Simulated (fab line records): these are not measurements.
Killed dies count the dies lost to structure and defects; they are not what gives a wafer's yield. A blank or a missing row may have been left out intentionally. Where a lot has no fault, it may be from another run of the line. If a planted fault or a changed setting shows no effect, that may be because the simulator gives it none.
Which tool was responsible? ; flow n5 finfet ; 14 lots with 42 wafers sampled at 4 steps, on a route of 1938 steps

== WHAT THE GAUGES READ, wafer by wafer ==
Not one reading of a measure or inspect step in the record can be checked against a usual standard deviation.

== WHICH TOOL RAN EACH LOT (tool, then ch and the chambers of the sampled wafers, then the start) ==
lot;N5_BEOL_M0_SAQP_STRIP_75;N5_BEOL_M0_CUTY_PEB_55;N5_BEOL_M0_CUTY_ETCH_62;N5_BEOL_M0_STRIP_104
L947;rie diel-02 ch 0,1,2, day 5 22:38;litho track-04 ch 0, day 5 22:58;rie diel-05 ch 2,3, day 5 23:09;rie diel-06 ch 1,2, day 5 23:47
L949;rie diel-01 ch 0,1, day 6 05:56;litho track-03 ch 0, day 6 06:08;rie diel-04 ch 1,2,3, day 6 06:20;rie diel-04 ch 0,1, day 6 06:49
L953;rie diel-03 ch 0,1,3, day 7 01:40;litho track-05 ch 0, day 7 02:00;rie diel-06 ch 0,1,2, day 7 02:24;rie diel-04 ch 1,2, day 7 03:46
L954;rie diel-01 ch 0,1,3, day 7 11:31;litho track-05 ch 0, day 7 11:51;rie diel-04 ch 0,2,3, day 7 12:10;rie diel-06 ch 0,1, day 7 15:09
L955;rie diel-03 ch 0,2,3, day 7 18:55;litho track-04 ch 0, day 7 19:15;rie diel-06 ch 0,2,3, day 7 19:33;rie diel-04 ch 0,1, day 7 23:52
L957;rie diel-03 ch 0,2,3, day 8 13:20;litho track-05 ch 0, day 8 13:32;rie diel-06 ch 2,3, day 8 14:35;rie diel-06 ch 0,2,3, day 8 15:14
L958;rie diel-02 ch 0,3, day 8 15:19;litho track-03 ch 0, day 8 15:40;rie diel-04 ch 2,3, day 8 16:11;rie diel-05 ch 1,2, day 8 16:47
L959;rie diel-03 ch 0,3, day 9 02:56;litho track-05 ch 0, day 9 03:15;rie diel-06 ch 1,2, day 9 03:26;rie diel-04 ch 1,2,3, day 9 04:36
L964;rie diel-03 ch 0,1,2, day 9 23:51;litho track-03, day 10 00:11;rie diel-06 ch 0,2,3, day 10 00:22;-
L965;rie diel-01 ch 0,3, day 10 08:02;litho track-04, day 10 08:22;rie diel-04 ch 0,2, day 10 08:43;-
L967;rie diel-01 ch 0,2,3, day 10 19:00;litho track-04 ch 0, day 10 19:19;rie diel-05 ch 0,2, day 10 19:31;rie diel-05 ch 0,1, day 10 22:46
L968;rie diel-01 ch 0,1,2, day 10 22:52;litho track-05 ch 0, day 10 23:04;rie diel-04 ch 0,1, day 10 23:41;rie diel-06 ch 0,2, day 11 02:15
L969;rie diel-02 ch 0,1,2, day 11 09:19;litho track-04 ch 0, day 11 09:40;rie diel-06 ch 0,1, day 11 10:00;rie diel-06 ch 0,3, day 11 10:37
L970;rie diel-02 ch 1,3, day 11 11:49;litho track-04 ch 0, day 11 12:01;rie diel-04 ch 1,3, day 11 12:14;rie diel-04 ch 0,1, day 11 14:33
- N5_BEOL_M0_SAQP_STRIP_75: strips in CF4.
- N5_BEOL_M0_CUTY_PEB_55: peb time 60 s.
- N5_BEOL_M0_CUTY_ETCH_62: etches SiARC in CF4, time 58.5 s.
- N5_BEOL_M0_STRIP_104: strips in N2/H2.

== WHAT THE TOOLS THEMSELVES READ (means of the sampled wafers that have a number; where no wafer has one, the mark that the record gives instead) ==
N5_BEOL_M0_SAQP_STRIP_75. Usual: drypump motor current A 5.6 A, standard deviation 0.52; oes product au 0.185 a.u., standard deviation 0.019; rf vpp V 271.8 V, standard deviation 1.4; showerhead plenum p Torr 1.82 Torr, standard deviation 0.053; throttle valve pct 13.53 %, standard deviation 0.27.
lot;tool;drypump motor current A (A);oes product au (a.u.);rf vpp V (V);showerhead plenum p Torr (Torr);throttle valve pct (%);flag
L947;rie diel-02;5.6;0.177;272.0;1.80;13.58;
L949;rie diel-01;5.8;0.192;273.9;1.87;13.53;
L953;rie diel-03;6.0;0.197;272.3;1.81;13.33;
L954;rie diel-01;5.7;0.196;272.2;1.85;13.50;
L955;rie diel-03;5.9;0.211;272.1;1.83;13.23;
L957;rie diel-03;5.9;0.211;271.9;1.83;13.24;
L958;rie diel-02;5.7;0.171;273.0;1.85;13.47;
L959;rie diel-03;5.7;0.214;271.5;1.80;13.24;
L964;rie diel-03;6.2;0.189;272.6;1.83;13.38;
L965;rie diel-01;5.7;0.193;272.5;1.87;13.56;
L967;rie diel-01;5.4;0.191;271.6;1.82;13.48;
L968;rie diel-01;5.5;0.184;271.6;1.81;13.51;
L969;rie diel-02;5.7;0.193;271.1;1.78;13.47;
L970;rie diel-02;5.5;0.200;270.8;1.79;13.65;

N5_BEOL_M0_CUTY_PEB_55. Usual: chill plate temp C 23.01 C, standard deviation 0.12; exhaust pa 45.2 Pa, standard deviation 0.96.
lot;tool;chill plate temp C (C);exhaust pa (Pa);flag
L947;litho track-04;23.13;45.2;
L949;litho track-03;23.06;44.8;
L953;litho track-05;22.92;44.6;
L954;litho track-05;23.05;44.8;
L955;litho track-04;23.02;46.4;
L957;litho track-05;23.14;45.5;
L958;litho track-03;23.06;46.2;
L959;litho track-05;23.08;45.0;
L964;litho track-03;-;-;OFF
L965;litho track-04;-;-;OFF
L967;litho track-04;23.07;44.4;
L968;litho track-05;23.07;44.5;
L969;litho track-04;22.94;46.4;
L970;litho track-04;22.94;44.9;

N5_BEOL_M0_CUTY_ETCH_62. Usual: drypump motor current A 5.8 A (standard deviation 0.39); etch rf on time s 58.3 s (standard deviation 0.62); mfc ar sccm 99.99 sccm (standard deviation 0.29); oes product au 0.69 a.u. (standard deviation 0.072); rf vpp V 184.2 V (standard deviation 1.2); showerhead plenum p Torr 2.16 Torr (standard deviation 0.072); throttle valve pct 15.47 % (standard deviation 0.2).
lot;tool;drypump motor current A (A);etch rf on time s (s);mfc ar sccm (sccm);oes product au (a.u.);rf vpp V (V);showerhead plenum p Torr (Torr);throttle valve pct (%);flag
L947;rie diel-05;5.9;59.0;100.22;0.66;184.3;2.14;15.50;
L949;rie diel-04;5.8;57.7;99.94;0.69;184.1;2.18;15.52;
L953;rie diel-06;6.0;58.6;99.88;0.68;184.3;2.15;15.52;
L954;rie diel-04;5.6;58.1;99.89;0.77;183.9;2.18;15.46;
L955;rie diel-06;6.0;58.2;99.95;0.62;183.6;2.08;15.49;
L957;rie diel-06;6.0;58.7;99.98;0.63;183.2;2.05;15.55;
L958;rie diel-04;5.8;57.5;99.94;0.73;184.2;2.17;15.55;
L959;rie diel-06;5.9;58.6;100.11;0.67;183.5;2.12;15.61;
L964;rie diel-06;6.0;57.9;100.02;0.62;182.8;2.07;15.53;
L965;rie diel-04;5.6;58.6;99.83;0.71;184.5;2.16;15.61;
L967;rie diel-05;5.6;58.4;100.04;0.74;185.2;2.20;15.23;
L968;rie diel-04;5.8;58.1;99.94;0.71;183.7;2.17;15.35;
L969;rie diel-06;6.1;58.5;100.24;0.64;184.1;2.17;15.51;
L970;rie diel-04;5.7;57.8;100.28;0.74;184.5;2.18;15.25;

N5_BEOL_M0_STRIP_104. Usual: drypump motor current A 5.8 A, standard deviation 0.38; n2 flow sccm 200.1 sccm, standard deviation 0.58; oes product au 0.81 a.u., standard deviation 0.088; rf vpp V 59.3 V, standard deviation 1.7; showerhead plenum p Torr 2.57 Torr, standard deviation 0.084; throttle valve pct 23.40 %, standard deviation 0.3.
lot;tool;drypump motor current A (A);n2 flow sccm (sccm);oes product au (a.u.);rf vpp V (V);showerhead plenum p Torr (Torr);throttle valve pct (%);flag
L947;rie diel-06;5.9;200.4;0.82;58.2;2.52;23.56;
L949;rie diel-04;5.8;200.0;0.90;60.5;2.59;23.14;
L953;rie diel-04;6.0;199.1;0.85;60.0;2.58;23.38;
L954;rie diel-06;6.3;200.3;0.83;59.4;2.64;23.48;
L955;rie diel-04;5.8;200.4;0.85;59.1;2.58;23.16;
L957;rie diel-06;6.1;199.9;0.73;59.7;2.46;23.43;
L958;rie diel-05;5.7;200.1;0.87;60.1;2.61;22.99;
L959;rie diel-04;5.8;200.3;0.86;57.4;2.58;23.43;
L967;rie diel-05;5.4;200.0;0.78;61.7;2.66;23.51;
L968;rie diel-06;5.8;200.5;0.73;58.9;2.50;23.48;
L969;rie diel-06;6.1;199.8;0.82;59.4;2.59;23.28;
L970;rie diel-04;5.6;200.2;0.83;60.7;2.56;23.26;

== THE ANSWER, worked out from the rows above alone ==
Rule: take the mean of a lot's wafers that have a number; if it is more than 3 standard deviations from the usual mean, the lot is off. A lot without any number at a reading at which 4 lots or more have one is off too. Any other lot the step has rows for is counted as sound. First the gauges in route order, then the tools' own readings, where a lot's mean is used as printed above. The first step at which some lot is off is used, and at that step the reading that is off furthest; a lot without a number counts as furthest.
Off: L964, L965 (N5_BEOL_M0_CUTY_PEB_55, chill plate temp C). Without a number there: L964, L965.
If a tool, at that step or one of the process steps before it, ran each lot that is off and ran no sound lot following the first of them, it fits. None of those tried fits.

== WHAT WAS PUT IN BY THE SIMULATOR ==
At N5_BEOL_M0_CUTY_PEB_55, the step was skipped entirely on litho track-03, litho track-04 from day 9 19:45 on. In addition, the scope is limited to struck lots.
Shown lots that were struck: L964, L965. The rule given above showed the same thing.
